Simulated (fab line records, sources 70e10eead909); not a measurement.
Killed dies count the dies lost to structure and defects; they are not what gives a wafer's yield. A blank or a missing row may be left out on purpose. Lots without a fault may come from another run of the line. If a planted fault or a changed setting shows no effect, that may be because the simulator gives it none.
fab line records	flow nand_harc
record: lots: 12	wafers: 36	last_day: 24
route steps=1159 shown P_M0@275 A_BONDPAD@1088 HYBRID_BOND@1094 THIN_TSV@1129 END@1159
lots that met no fault: taken from a fault-free run of the same line
start_h: hours from the record's opening day to when the first of the lot's shown wafers began	wait_h: time in hours since the lot's previous step	" identical to the entry in the row above	L1.1+2: a single row standing in for several wafers	- value missing, or start not given	* or withheld: withheld	< > ~ a bound
route shown NAME@n: names a module that has steps shown in the file, with the first one's number in the route	usual: mean/standard deviation taken from wafers without a fault	same: alike in all rows	chamber/n: place in a boat	sites: the reading at each site	_std_site: their standard deviation	_edge_site: mean of outer sites minus mean of inner sites	radius_mm: for every site, how far away it sits from the centre of the wafer	mask NAME#n: copy n	behind: tool/chamber where the wafer was last shaped	hold: cause of the lot's hold/its duration in hours/its outcome	device: the n, p or np transistor that did not switch	end of line: tests run on the same wafers once the route is complete	step lacking rows: just its recipe	killed: at the first sort, the dies lost to defects and structure; wafer yield is something else	map: shows each die of a wafer: x if killed, . if not, _ if none is there
set.NAME: the setting as run; set.NAME@STEP: as run at that earlier step	model.NAME: the simulator's own value behind a step, which no gauge read
route steps across a sampled set of lots; one table per step, one row per wafer
services: when a tool's chamber went out of use (start_h, in hours from the record's first day, below 0 if earlier), for how many hours, and the reason
== steps ==
step: NHARC_P_M0_PVD_21
recipe: target_thk_a: 300	chamber_pressure_pa: 5	power_w: 5000	substrate_temp_c: 30	time_s: 20.49	material: Cu
usual: throttle_valve_pct: 30.2/1.4
lot.wafer	tool	chamber	start_h	wait_h	throttle_valve_pct
L588.1	pvd_sputter-03	-	120.78	-	30.0
L588.4	"	-	"	"	33.2
L588.6	"	-	"	"	33.1
L587.1	pvd_sputter-02	-	121.38	-	30.0
L587.2	"	-	"	"	30.0
L587.4	"	-	"	"	30.8
L590.4	pvd_sputter-01	-	133.95	-	31.4
L590.6	"	-	"	"	29.0
L590.5	"	-	"	"	26.8
L591.2	pvd_sputter-01	-	138.96	-	31.6
L591.4	"	-	"	"	26.5
L591.6	"	-	"	"	31.3
L593.4	pvd_sputter-03	-	145.59	-	30.5
L593.3	"	-	"	"	29.0
L593.6	"	-	"	"	33.4
L592.3	pvd_sputter-02	-	146.38	-	30.5
L592.4	"	-	"	"	30.0
L592.5	"	-	"	"	30.1
L594.1	pvd_sputter-02	-	163.02	-	30.1
L594.4	"	-	"	"	30.6
L594.5	"	-	"	"	30.2
L595.1	pvd_sputter-02	-	164.31	-	31.1
L595.6	"	-	"	"	30.8
L595.5	"	-	"	"	30.9
L596.4	pvd_sputter-03	-	164.87	-	28.9
L596.3	"	-	"	"	33.3
L596.5	"	-	"	"	29.2
L605.3	pvd_sputter-01	-	223.47	-	31.5
L605.4	"	-	"	"	29.7
L605.6	"	-	"	"	29.0
L608.3	pvd_sputter-01	-	240.58	-	31.5
L608.4	"	-	"	"	27.6
L608.6	"	-	"	"	31.7
L610.3	pvd_sputter-03	-	256.76	-	30.8
L610.5	"	-	"	"	29.7
L610.6	"	-	"	"	33.4
step: NHARC_A_BONDPAD_CMP_19
recipe: t_overpolish_s: 30	cu_recess_touch_s: 16	target_thk_nm: 169.8
usual: motor_current_A: 12.4/1	overpolish_run_s: 30.000/0.0088
lot.wafer	tool	chamber	start_h	wait_h	motor_current_A	overpolish_run_s
L590.4	cmp-04	0	416.29	-	11.9	30.014
L590.6	"	0	"	"	12.3	30.011
L590.5	"	1	"	"	11.8	30.001
L587.4	cmp-03	1	422.99	-	13.0	29.993
L587.1	"	3	"	"	12.7	30.006
L587.2	"	0	"	"	11.5	30.005
L588.4	cmp-03	2	423.57	-	12.8	29.988
L588.1	"	1	"	"	13.3	29.986
L588.6	"	3	"	"	12.1	30.003
L592.4	cmp-03	1	424.04	-	12.9	29.991
L592.3	"	3	"	"	12.4	29.994
L592.5	"	2	"	"	12.3	29.995
L591.4	cmp-04	1	426.17	-	11.4	29.995
L591.2	"	3	"	"	13.3	30.011
L591.6	"	0	"	"	12.6	30.004
L593.3	cmp-02	1	439.22	-	12.0	29.989
L593.4	"	3	"	"	10.2	29.991
L593.6	"	2	"	"	11.8	29.986
L594.1	cmp-03	1	447.74	-	13.3	30.007
L594.4	"	2	"	"	12.9	30.000
L594.5	"	0	"	"	12.2	30.010
L596.3	cmp-03	3	449.35	-	13.1	29.996
L596.4	"	0	"	"	11.6	29.995
L596.5	"	1	"	"	12.7	30.008
L595.1	cmp-03	0	450.39	-	12.2	30.014
L595.5	"	3	"	"	12.6	30.013
L595.6	"	0	"	"	12.0	29.999
L605.4	cmp-02	0	518.54	-	13.2	29.995
L605.6	"	3	"	"	10.8	30.003
L608.4	cmp-02	0	537.85	-	13.1	29.986
L610.3	cmp-04	2	540.22	-	15.4	29.997
L610.6	"	2	"	"	14.4	29.995
L610.5	"	3	"	"	13.9	30.001
step: NHARC_HYBRID_BOND_ACTIVATE_00
recipe: time_s: 60	n2_flow_sccm: 200	ar_flow_sccm: 0	bias_power_w: 0	chemistry: N2
usual: drypump_motor_current_A: 5.9/0.33	mfc_ar_sccm: 0.009/0.015	oes_product_au: 1.004/0.013	rf_vpp_V: 64.1/0.95	showerhead_plenum_p_Torr: 1.76/0.076
lot.wafer	tool	chamber	start_h	wait_h	drypump_motor_current_A	mfc_ar_sccm	oes_product_au	rf_hours_counter_h	rf_vpp_V	showerhead_plenum_p_Torr
L590.5	rie_diel-02	1	416.92	0.1	5.9	0.035	1.024	-	64.9	1.84
L590.4	"	3	"	"	5.7	0.001	1.007	-	64.4	1.85
L590.6	"	0	"	"	5.7	0	1.012	-	63.1	1.65
L587.4	rie_diel-02	0	423.61	0.1	5.7	0	1.002	8	62.3	1.65
L587.2	"	1	"	"	5.9	0.035	1.019	9	65.0	1.84
L587.1	"	2	"	"	5.8	0	1.006	9	64.1	1.78
L588.1	rie_diel-02	3	424.19	0.1	5.7	0.001	1.017	8	63.8	1.85
L588.4	"	1	"	"	5.8	0.035	1.008	9	64.3	1.84
L588.6	"	3	"	"	5.7	0.001	1.026	-	65.2	1.85
L592.3	rie_diel-02	3	424.71	0.1	5.7	0.001	1.011	8	66.6	1.85
L592.4	"	2	"	"	5.8	0	0.996	9	64.9	1.78
L592.5	"	0	"	"	5.7	0	1.008	-	62.5	1.65
L591.2	rie_diel-07	0	426.78	0.1	6.5	0.032	1.001	3	63.8	1.68
L591.4	"	3	"	"	6.3	0	1.023	-	65.0	1.79
L591.6	"	0	"	"	6.6	0.032	0.984	-	63.9	1.68
L593.4	rie_diel-02	0	439.82	0.1	5.7	0	0.996	11	63.6	1.65
L593.3	"	1	"	"	5.8	0.035	1.020	12	63.4	1.84
L593.6	"	0	"	"	5.7	0	0.991	-	63.6	1.65
L594.4	rie_diel-02	2	448.31	0.1	5.8	0	0.996	12	63.9	1.78
L594.1	"	3	"	"	5.7	0.001	1.017	10	65.3	1.84
L594.5	"	1	"	"	5.9	0.035	1.014	-	62.8	1.84
L596.3	rie_diel-02	3	449.93	0.1	5.7	0.001	1.006	10	64.2	1.84
L596.4	"	0	"	"	5.7	0	1.002	11	63.0	1.65
L596.5	"	1	"	"	5.8	0.035	1.015	-	65.2	1.84
L595.1	rie_diel-07	1	451.00	0.1	5.7	0	1.001	8	63.5	1.65
L595.6	"	3	"	"	6.4	0	1.013	-	63.5	1.79
L595.5	"	0	"	"	6.5	0.032	0.975	-	63.5	1.68
L605.4	rie_diel-07	3	519.13	0.1	6.3	0	1.015	40	64.6	1.78
L605.6	"	0	"	"	6.5	0.032	0.986	-	62.7	1.67
L608.4	rie_diel-07	0	538.45	0.1	6.5	0.032	0.997	48	62.2	1.67
L610.3	rie_diel-02	1	540.82	0.1	5.8	0.035	1.012	4	64.5	1.84
L610.5	"	0	"	"	5.6	0	1.007	-	64.0	1.64
L610.6	"	1	"	"	5.8	0.035	1.006	-	65.9	1.84
step: NHARC_THIN_TSV_PVD_19
recipe: target_thk_a: 200	chamber_pressure_pa: 5	material: TaN
usual: throttle_valve_pct: 30.5/1.6
lot.wafer	tool	chamber	start_h	wait_h	throttle_valve_pct
L590.4	pvd_sputter-02	-	-	-	30.5
L590.5	"	-	"	"	30.3
L590.6	"	-	"	"	30.2
L587.4	pvd_sputter-03	-	-	-	28.8
L587.1	"	-	"	"	29.9
L587.2	"	-	"	"	30.8
L592.4	pvd_sputter-02	-	-	-	31.5
L592.3	"	-	"	"	31.0
L592.5	"	-	"	"	31.8
L588.4	pvd_sputter-03	-	-	-	28.7
L588.1	"	-	"	"	29.6
L588.6	"	-	"	"	28.7
L591.4	pvd_sputter-02	-	-	-	30.2
L591.2	"	-	"	"	30.6
L591.6	"	-	"	"	31.7
L595.1	pvd_sputter-03	-	-	-	29.9
L595.5	"	-	"	"	33.6
L595.6	"	-	"	"	30.2
L596.4	pvd_sputter-03	-	-	-	28.7
L596.3	"	-	"	"	30.0
L596.5	"	-	"	"	29.9
L593.3	pvd_sputter-03	-	-	-	30.1
L593.4	"	-	"	"	30.1
L593.6	"	-	"	"	29.8
L594.4	pvd_sputter-03	-	-	-	30.1
L594.1	"	-	"	"	28.6
L594.5	"	-	"	"	33.8
L605.4	pvd_sputter-01	-	-	-	29.3
L605.6	"	-	"	"	32.3
L608.4	pvd_sputter-03	-	-	-	30.0
L610.3	pvd_sputter-02	-	-	-	30.4
L610.6	"	-	"	"	30.2
L610.5	"	-	"	"	31.0
step: NHARC_END_SORT_01
recipe: temp_c: 25
usual: defect_limited_yield: 95.6/1.6	killed_at_array: 26/11	killed_at_other: 0.6/1	killed_at_periphery: 3.1/2.1	killed_dies: 30/11	killed_open: 3.4/1.8	killed_short: 2.1/1.5	sort_bin_2_pct: 1.3/0.64	sort_bin_3_pct: 0.25/0.23	sort_bin_4_pct: 2.8/1.1	sort_n_pass: 647/11	sort_rim_yield_pct: 95.8/2.7	sort_yield_pct: 95.6/1.6
same: gross_dies: 677	sort_bin_5_pct[%]: 0	sort_bin_6_pct[%]: 0	sort_bin_7_pct[%]: 0	sort_bin_8_pct[%]: 0	sort_rim_n_gross: 106.00
lot.wafer	tool	chamber	start_h	wait_h	hold	defect_limited_yield[%]	killed_at_array	killed_at_other	killed_at_periphery	killed_dies	killed_open	killed_short	sort_bin_2_pct[%]	sort_bin_3_pct[%]	sort_bin_4_pct[%]	sort_n_pass	sort_rim_yield_pct[%]	sort_yield_pct[%]
L590.4	prober-01	0	451.98	3.4	-	94.7	33	0	3	36	4	1	1.3	0.30	3.7	641	97.2	94.7
L590.5	prober-01	0	452.79	3.7	-	95.9	26	1	1	28	3	3	1.0	0.15	3.0	649	99.1	95.9
L590.6	prober-01	0	453.59	4.0	-	95.1	29	1	3	33	4	2	1.2	0.15	3.5	644	91.5	95.1
L587.1	prober-01	0	457.42	2.5	-	95.7	24	0	5	29	6	1	1.9	0.15	2.2	648	97.2	95.7
L587.2	prober-01	0	458.21	2.8	-	94.2	37	1	1	39	4	2	2.1	0.15	3.5	638	97.2	94.2
L587.4	prober-01	0	459.80	3.4	-	96.2	24	0	2	26	4	1	2.1	0.15	1.6	651	97.2	96.2
L592.3	prober-02	0	466.75	3.1	-	97.2	15	0	4	19	3	3	1.2	0	1.6	658	95.3	97.2
L592.4	prober-02	0	467.55	3.4	-	95.0	24	2	8	34	6	1	1.9	0	3.1	643	96.2	95.0
L592.5	prober-02	0	468.35	3.7	-	96.0	22	0	5	27	2	2	1.3	0.15	2.5	650	98.1	96.0
L588.1	prober-01	0	472.98	2.4	-	96.2	21	0	5	26	5	2	1.3	0.15	2.4	651	96.2	96.2
L588.4	prober-01	0	475.42	3.4	-	95.7	26	0	3	29	3	4	1.8	0	2.5	648	96.2	95.7
L588.6	prober-01	0	477.04	4.1	-	95.1	27	1	5	33	4	2	1.5	0.44	3.0	644	95.3	95.1
L591.2	prober-02	0	473.75	2.8	-	96.8	18	0	4	22	6	3	1.3	0.15	1.8	655	97.2	96.8
L591.4	prober-02	0	475.34	3.4	-	95.0	27	0	7	34	5	4	1.8	0.15	3.1	643	96.2	95.0
L591.6	prober-02	0	476.93	4.0	-	95.4	26	0	5	31	6	3	1.2	0.15	3.2	646	96.2	95.4
L595.1	prober-02	0	486.64	2.5	-	96.5	15	0	9	24	3	1	1.3	0.30	1.9	653	98.1	96.5
L595.5	prober-02	0	489.92	3.8	-	97.3	15	0	3	18	1	2	0.9	0	1.8	659	99.1	97.3
L595.6	prober-02	0	490.74	4.1	-	97.2	16	1	2	19	3	0	1.0	0	1.8	658	97.2	97.2
L596.3	prober-01	0	488.27	3.1	-	96.8	17	2	3	22	4	2	0.6	0.15	2.5	655	96.2	96.8
L596.4	prober-01	0	489.08	3.4	-	95.3	24	4	4	32	5	7	0.9	0.30	3.5	645	93.4	95.3
L596.5	prober-01	0	489.89	3.7	-	96.5	21	1	2	24	3	5	0.9	0.15	2.5	653	94.3	96.5
L593.3	prober-01	0	496.12	3.1	-	95.1	32	1	0	33	2	2	1.2	0.30	3.4	644	96.2	95.1
L593.4	prober-01	0	496.91	3.4	-	95.7	26	0	3	29	4	1	0.7	0	3.5	648	95.3	95.7
L593.6	prober-01	0	498.50	4.0	-	95.6	27	0	3	30	4	2	1.0	0.15	3.2	647	94.3	95.6
L594.1	prober-01	0	502.31	2.5	-	95.9	25	0	3	28	1	4	1.6	0.15	2.4	649	95.3	95.9
L594.4	prober-01	0	504.70	3.4	-	94.4	34	1	3	38	3	1	1.6	0.74	3.2	639	95.3	94.4
L594.5	prober-01	0	505.50	3.7	-	95.4	28	2	1	31	3	1	0.9	0.59	3.1	646	98.1	95.4
L605.3	prober-02	0	550.03	3.1	await_dispo/3.8h/release	0	55	1	621	677	1	3	94.1	0.74	5.2	0	0	0
L605.4	prober-02	0	550.84	3.4	await_dispo/3.8h/release	92.8	47	0	2	49	1	3	1.9	0.59	4.7	628	98.1	92.8
L605.6	prober-02	0	552.45	4.0	await_dispo/3.8h/release	91.3	52	4	3	59	4	4	2.2	0.89	5.6	618	97.2	91.3
L608.3	prober-01	0	571.18	3.1	await_dispo/5.6h/release	0	41	0	636	677	5	3	95.9	1.18	3.0	0	0	0
L608.4	prober-01	0	571.98	3.4	await_dispo/5.6h/release	95.0	32	0	2	34	2	1	1.9	0.30	2.8	643	97.2	95.0
L608.6	prober-01	0	573.57	4.0	await_dispo/5.6h/release	0	37	1	639	677	3	1	95.9	0.30	3.8	0	0	0
L610.3	prober-02	0	571.21	3.1	-	95.7	28	0	1	29	3	4	1.3	0	3.0	648	98.1	95.7
L610.5	prober-02	0	572.78	3.6	-	96.2	24	0	2	26	1	3	1.2	0	2.7	651	91.5	96.2
L610.6	prober-02	0	573.56	3.9	-	95.4	28	0	3	31	5	2	1.2	0.30	3.1	646	98.1	95.4
killed by level:class
L590.4 A_SLIT:chamber_film_flake=13 A_CONTACT:chamber_film_flake=9 A_WL_FILL:chamber_film_flake=3 P_M0:geometric_particle:open=2 A_CHANNEL_HOLE_D1:chamber_film_flake=2 A_SGD_CUT:geometric_particle:open=1 A_CONTACT:geometric_particle:open=1 A_BLC:geometric_particle:short=1
L590.5 A_SLIT:chamber_film_flake=11 A_CHANNEL_HOLE_D1:chamber_film_flake=3 A_WL_FILL:chamber_film_flake=3 A_ONON_D1:geometric_particle:short=2 A_CONTACT:chamber_film_flake=2 A_M0:chamber_film_flake=2 A_WL_FILL:geometric_particle:open=1 A_CONTACT:geometric_particle:open=1
L590.6 A_SLIT:chamber_film_flake=10 A_CONTACT:chamber_film_flake=8 A_M0:chamber_film_flake=3 A_CONTACT:geometric_particle:open=2 P_GATE:geometric_particle:short=1 P_M0:geometric_particle:open=1 A_SGD_CUT:geometric_particle:open=1 P_GATE:chamber_film_flake=1
L587.1 A_CHANNEL_HOLE_D1:chamber_film_flake=10 A_CONTACT:geometric_particle:open=4 P_GATE:chamber_film_flake=3 A_SLIT:chamber_film_flake=3 A_CONTACT:chamber_film_flake=3 P_M1:geometric_particle:open=1 A_SOURCE_PLATE:geometric_particle:short=1 A_M0:geometric_particle:open=1
L587.2 A_CHANNEL_HOLE_D1:chamber_film_flake=17 A_WL_FILL:chamber_film_flake=5 A_CONTACT:chamber_film_flake=4 A_SLIT:chamber_film_flake=3 A_STAIRCASE:chamber_film_flake=2 P_M1:geometric_particle:open=1 A_ONON_D1:geometric_particle:short=1 A_CHANNEL_FILL_D1:geometric_particle:open=1
L587.4 A_CHANNEL_HOLE_D1:chamber_film_flake=13 A_SLIT:chamber_film_flake=3 A_CONTACT:geometric_particle:open=2 A_WL_FILL:chamber_film_flake=2 P_M0:geometric_particle:open=1 A_CONTACT:geometric_particle:short=1 A_BLC:geometric_particle:open=1 P_GATE:chamber_film_flake=1
L592.3 A_SLIT:chamber_film_flake=7 A_CONTACT:geometric_particle:open=2 P_M1:chamber_film_flake=2 A_STAIRCASE:chamber_film_flake=2 P_M1:geometric_particle:short=1 A_CHANNEL_HOLE_D1:geometric_particle:open=1 A_CHANNEL_FILL_D1:geometric_particle:short=1 A_M1:geometric_particle:short=1
L592.4 A_SLIT:chamber_film_flake=12 P_BONDPAD:chamber_film_flake=4 A_CONTACT:geometric_particle:open=3 A_CHANNEL_HOLE_D1:chamber_film_flake=3 A_SGD_CUT:geometric_particle:open=2 P_ZERO_WELL:chamber_film_flake=2 A_CONTACT:chamber_film_flake=2 THIN_TSV:chamber_film_flake=2
L592.5 A_SLIT:chamber_film_flake=9 A_CHANNEL_HOLE_D1:chamber_film_flake=5 P_ZERO_WELL:chamber_film_flake=3 A_CONTACT:chamber_film_flake=3 A_CHANNEL_HOLE_D1:geometric_particle:short=1 A_CHANNEL_HOLE_D1:geometric_particle:open=1 A_CHANNEL_FILL_D1:geometric_particle:short=1 A_CHANNEL_FILL_D1:geometric_particle:open=1
L588.1 A_SLIT:chamber_film_flake=8 A_CHANNEL_HOLE_D1:chamber_film_flake=6 P_M0:geometric_particle:open=2 A_SGD_CUT:geometric_particle:open=2 A_CONTACT:chamber_film_flake=2 P_CONTACT:geometric_particle:short=1 P_M0:geometric_particle:short=1 A_SOURCE_PLATE:geometric_particle:open=1
L591.2 A_CHANNEL_HOLE_D1:chamber_film_flake=10 A_CHANNEL_FILL_D1:geometric_particle:open=3 P_M1:geometric_particle:short=2 A_CONTACT:chamber_film_flake=2 P_CONTACT:geometric_particle:open=1 A_SOURCE_PLATE:geometric_particle:short=1 A_CONTACT:geometric_particle:open=1 A_M1:geometric_particle:open=1
L591.4 A_CHANNEL_HOLE_D1:chamber_film_flake=12 A_CONTACT:chamber_film_flake=7 A_ONON_D1:geometric_particle:open=3 P_GATE:chamber_film_flake=3 P_CONTACT:geometric_particle:open=1 P_M1:geometric_particle:short=1 A_ONON_D1:geometric_particle:short=1 A_CHANNEL_FILL_D1:geometric_particle:short=1
L588.4 A_CHANNEL_HOLE_D1:chamber_film_flake=10 A_SLIT:chamber_film_flake=7 A_CHANNEL_FILL_D1:geometric_particle:short=3 A_CONTACT:geometric_particle:open=2 P_M1:geometric_particle:open=1 A_M0:geometric_particle:short=1 P_ZERO_WELL:chamber_film_flake=1 P_STI:chamber_film_flake=1
L591.6 A_CHANNEL_HOLE_D1:chamber_film_flake=15 A_ONON_D1:geometric_particle:open=2 P_GATE:chamber_film_flake=2 A_CONTACT:chamber_film_flake=2 P_GATE:geometric_particle:open=1 A_ONON_D1:geometric_particle:short=1 A_CHANNEL_FILL_D1:geometric_particle:short=1 A_CONTACT:geometric_particle:open=1
L588.6 A_SLIT:chamber_film_flake=12 A_CHANNEL_HOLE_D1:chamber_film_flake=6 A_CONTACT:chamber_film_flake=4 P_M2:chamber_film_flake=2 P_CONTACT:geometric_particle:open=1 P_CONTACT:geometric_particle:short=1 P_M0:geometric_particle:short=1 A_ONON_D1:geometric_particle:open=1
L595.1 A_WL_FILL:chamber_film_flake=4 P_GATE:chamber_film_flake=3 A_CHANNEL_HOLE_D1:chamber_film_flake=3 P_STI:chamber_film_flake=2 A_CHANNEL_FILL_D1:chamber_film_flake=2 A_CONTACT:chamber_film_flake=2 P_GATE:geometric_particle:open=1 P_CONTACT:geometric_particle:short=1
L596.3 A_CHANNEL_HOLE_D1:chamber_film_flake=9 A_CONTACT:chamber_film_flake=4 THIN_TSV:chamber_film_flake=2 P_M0:geometric_particle:short=1 P_BONDPAD:geometric_particle:open=1 A_CHANNEL_FILL_D1:geometric_particle:short=1 A_WL_FILL:geometric_particle:open=1 A_CONTACT:geometric_particle:open=1
L596.4 A_CHANNEL_HOLE_D1:chamber_film_flake=11 THIN_TSV:chamber_film_flake=4 A_CHANNEL_FILL_D1:geometric_particle:open=3 A_CHANNEL_FILL_D1:geometric_particle:short=2 A_CONTACT:chamber_film_flake=2 P_GATE:geometric_particle:open=1 P_M0:geometric_particle:short=1 A_WL_FILL:geometric_particle:short=1
L596.5 A_CHANNEL_HOLE_D1:chamber_film_flake=11 A_CONTACT:chamber_film_flake=3 A_CHANNEL_FILL_D1:geometric_particle:short=2 P_CONTACT:geometric_particle:short=1 A_SOURCE_PLATE:geometric_particle:short=1 A_SOURCE_PLATE:geometric_particle:open=1 A_ONON_D1:geometric_particle:open=1 A_M0:geometric_particle:open=1
L595.5 P_GATE:chamber_film_flake=3 A_WL_FILL:chamber_film_flake=3 A_ZERO_WELL:chamber_film_flake=2 A_CHANNEL_HOLE_D1:chamber_film_flake=2 A_STAIRCASE:chamber_film_flake=2 A_CONTACT:chamber_film_flake=2 A_CONTACT:geometric_particle:short=1 A_CONTACT:geometric_particle:open=1
L595.6 A_CHANNEL_HOLE_D1:chamber_film_flake=5 A_WL_FILL:chamber_film_flake=2 A_ZERO_WELL:chamber_film_flake=2 A_CHANNEL_FILL_D1:chamber_film_flake=2 A_CONTACT:chamber_film_flake=2 P_M0:geometric_particle:open=1 A_SGD_CUT:geometric_particle:open=1 A_CONTACT:geometric_particle:open=1
L593.3 A_CHANNEL_HOLE_D1:chamber_film_flake=16 A_SGD_CUT:chamber_film_flake=8 A_CONTACT:chamber_film_flake=3 A_STAIRCASE:chamber_film_flake=2 A_CHANNEL_FILL_D1:geometric_particle:short=1 A_M0:geometric_particle:short=1 A_M1:geometric_particle:open=1 STARTING-WAFER:geometric_particle:open=1
L593.4 A_CHANNEL_HOLE_D1:chamber_film_flake=10 A_SGD_CUT:chamber_film_flake=7 A_CONTACT:chamber_film_flake=4 A_BLC:geometric_particle:open=2 P_BONDPAD:chamber_film_flake=2 A_CHANNEL_FILL_D1:geometric_particle:short=1 A_CHANNEL_FILL_D1:geometric_particle:open=1 A_M0:geometric_particle:open=1
L593.6 A_CHANNEL_HOLE_D1:chamber_film_flake=15 A_SGD_CUT:chamber_film_flake=4 A_CONTACT:chamber_film_flake=3 P_STI:geometric_particle:open=1 P_M1:geometric_particle:open=1 A_ONON_D1:geometric_particle:open=1 A_WL_FILL:geometric_particle:short=1 A_CONTACT:geometric_particle:open=1
L594.1 A_SLIT:chamber_film_flake=11 A_SGD_CUT:chamber_film_flake=5 A_CHANNEL_FILL_D1:chamber_film_flake=3 A_CHANNEL_HOLE_D1:chamber_film_flake=2 P_CONTACT:geometric_particle:short=1 A_CHANNEL_FILL_D1:geometric_particle:short=1 A_CHANNEL_FILL_D1:geometric_particle:open=1 A_SGD_CUT:geometric_particle:short=1
L594.4 A_SLIT:chamber_film_flake=12 A_CHANNEL_HOLE_D1:chamber_film_flake=9 A_SGD_CUT:chamber_film_flake=3 A_CONTACT:chamber_film_flake=3 A_CHANNEL_FILL_D1:chamber_film_flake=2 P_GATE:geometric_particle:open=1 A_ONON_D1:geometric_particle:short=1 A_CONTACT:geometric_particle:open=1
L594.5 A_SLIT:chamber_film_flake=14 A_SGD_CUT:chamber_film_flake=4 A_CONTACT:chamber_film_flake=4 THIN_TSV:chamber_film_flake=2 A_M1:geometric_particle:open=2 A_CHANNEL_HOLE_D1:chamber_film_flake=2 P_M0:geometric_particle:short=1 A_CHANNEL_FILL_D1:geometric_particle:open=1
L605.3 P_M0:area_pvd=621 A_CHANNEL_HOLE_D1:chamber_film_flake=22 A_SLIT:chamber_film_flake=20 A_CONTACT:chamber_film_flake=6 A_STAIRCASE:chamber_film_flake=2 A_ONON_D1:geometric_particle:open=1 A_CHANNEL_FILL_D1:geometric_particle:short=1 A_WL_FILL:geometric_particle:short=1
L605.4 A_CHANNEL_HOLE_D1:chamber_film_flake=16 A_SLIT:chamber_film_flake=15 A_STAIRCASE:chamber_film_flake=6 A_CONTACT:chamber_film_flake=6 P_M0:geometric_particle:open=1 P_M1:geometric_particle:short=1 A_ONON_D1:geometric_particle:short=1 A_CHANNEL_FILL_D1:geometric_particle:short=1
L605.6 A_CHANNEL_HOLE_D1:chamber_film_flake=23 A_SLIT:chamber_film_flake=16 A_WL_FILL:geometric_particle:short=3 A_STAIRCASE:chamber_film_flake=3 A_CONTACT:chamber_film_flake=3 THIN_TSV:chamber_film_flake=3 A_CONTACT:geometric_particle:open=2 P_GATE:geometric_particle:open=1
L608.3 P_M0:area_pvd=635 A_CHANNEL_HOLE_D1:chamber_film_flake=28 A_WL_FILL:chamber_film_flake=3 A_ONON_D1:geometric_particle:short=2 A_CONTACT:geometric_particle:open=2 A_STAIRCASE:chamber_film_flake=2 P_M0:geometric_particle:open=1 A_CHANNEL_HOLE_D1:geometric_particle:open=1
L610.3 A_STAIRCASE:chamber_film_flake=9 A_CHANNEL_HOLE_D1:chamber_film_flake=7 A_WL_FILL:geometric_particle:short=3 A_CHANNEL_FILL_D1:chamber_film_flake=3 A_CONTACT:chamber_film_flake=2 A_SOURCE_PLATE:geometric_particle:short=1 A_CHANNEL_FILL_D1:geometric_particle:open=1 A_CONTACT:geometric_particle:open=1
L608.4 A_CHANNEL_HOLE_D1:chamber_film_flake=17 A_WL_FILL:chamber_film_flake=5 A_STAIRCASE:chamber_film_flake=3 P_ZERO_WELL:chamber_film_flake=2 A_CONTACT:chamber_film_flake=2 A_CHANNEL_HOLE_D1:geometric_particle:open=1 A_CHANNEL_FILL_D1:geometric_particle:open=1 A_CHANNEL_FILL_D1:geometric_particle:short=1
L610.5 A_CHANNEL_HOLE_D1:chamber_film_flake=10 A_STAIRCASE:chamber_film_flake=4 A_CONTACT:chamber_film_flake=4 A_WL_FILL:chamber_film_flake=2 P_STI:geometric_particle:short=1 A_WL_FILL:geometric_particle:short=1 A_M0:geometric_particle:open=1 A_M1:geometric_particle:short=1
L610.6 A_CHANNEL_HOLE_D1:chamber_film_flake=10 A_STAIRCASE:chamber_film_flake=4 A_CONTACT:chamber_film_flake=3 P_M0:geometric_particle:open=2 A_SGD_CUT:geometric_particle:open=2 A_ZERO_WELL:chamber_film_flake=2 A_M0:chamber_film_flake=2 A_WL_FILL:geometric_particle:short=1
L608.6 P_M0:area_pvd=637 A_CHANNEL_HOLE_D1:chamber_film_flake=22 A_STAIRCASE:chamber_film_flake=4 A_WL_FILL:chamber_film_flake=3 A_CONTACT:chamber_film_flake=3 A_CONTACT:geometric_particle:open=2 A_ONON_D1:geometric_particle:short=1 A_SGD_CUT:geometric_particle:open=1
== services ==
tool	chamber	start_h	hours	kind
pvd_sputter-03	-	102.00	10.0	pm
rie_diel-02	-	150.70	9.0	pm
pvd_sputter-02	-	193.95	2.5	repair
pvd_sputter-03	-	205.34	8.3	repair
pvd_sputter-02	-	214.03	10.0	pm
rie_diel-02	-	215.47	0.5	repair
rie_diel-02	2	245.83	1.2	repair
rie_diel-02	1	248.31	1.5	repair
rie_diel-02	1	259.32	3.5	repair
pvd_sputter-03	-	280.00	10.0	pm
rie_diel-02	0	296.70	3.3	repair
rie_diel-02	-	307.60	0.6	repair
rie_diel-02	-	327.70	9.0	pm
rie_diel-02	0	342.03	2.9	repair
pvd_sputter-02	-	364.27	3.4	repair
rie_diel-02	3	373.45	8.2	repair
pvd_sputter-02	-	392.03	10.0	pm
pvd_sputter-02	-	410.14	1.5	repair
pvd_sputter-02	-	413.93	1.4	repair
pvd_sputter-03	-	416.85	4.1	repair
rie_diel-02	1	454.58	6.5	repair
pvd_sputter-03	-	458.00	10.0	pm
pvd_sputter-02	-	463.91	2.1	repair
pvd_sputter-03	-	470.61	2.0	repair
== key ==
first_sign: step: NHARC_END_SORT_01	reading: killed_at_periphery	direction: up	sigmas: 99+	usual: 3.1	struck: 632
effect: step: NHARC_END_SORT_01	reading: sort_bin_2_pct	direction: up	sigmas: 99+	usual: 1.3	struck: 95.3
more_kills_born_at: NHARC_P_M0_PVD_21@pvd_sputter-01: 1893
met_at NHARC_P_M0_PVD_21
struck_lots L605,L608
struck_wafers L605.3,L608.3,L608.6
later_rows_left_out L605.3,L608.3,L608.6
not_acting_at NHARC_A_BONDPAD_CMP_19,NHARC_HYBRID_BOND_ACTIVATE_00,NHARC_THIN_TSV_PVD_19
onset_between 138.96 223.47
fault: kind: process_parameter_drift	tool: pvd_sputter-01	chamber: -	onset_h: 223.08	steps: NHARC_P_M0_PVD_21	channel: target_thk_a	offset: *	shape: step	end_h: 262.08	acts_in: *	stated: *	scope: struck_wafers_only
later_rows_left_out: the simulator's readings of these wafers behind a module that went badly wrong aren't trusted and aren't shown, but for the sort
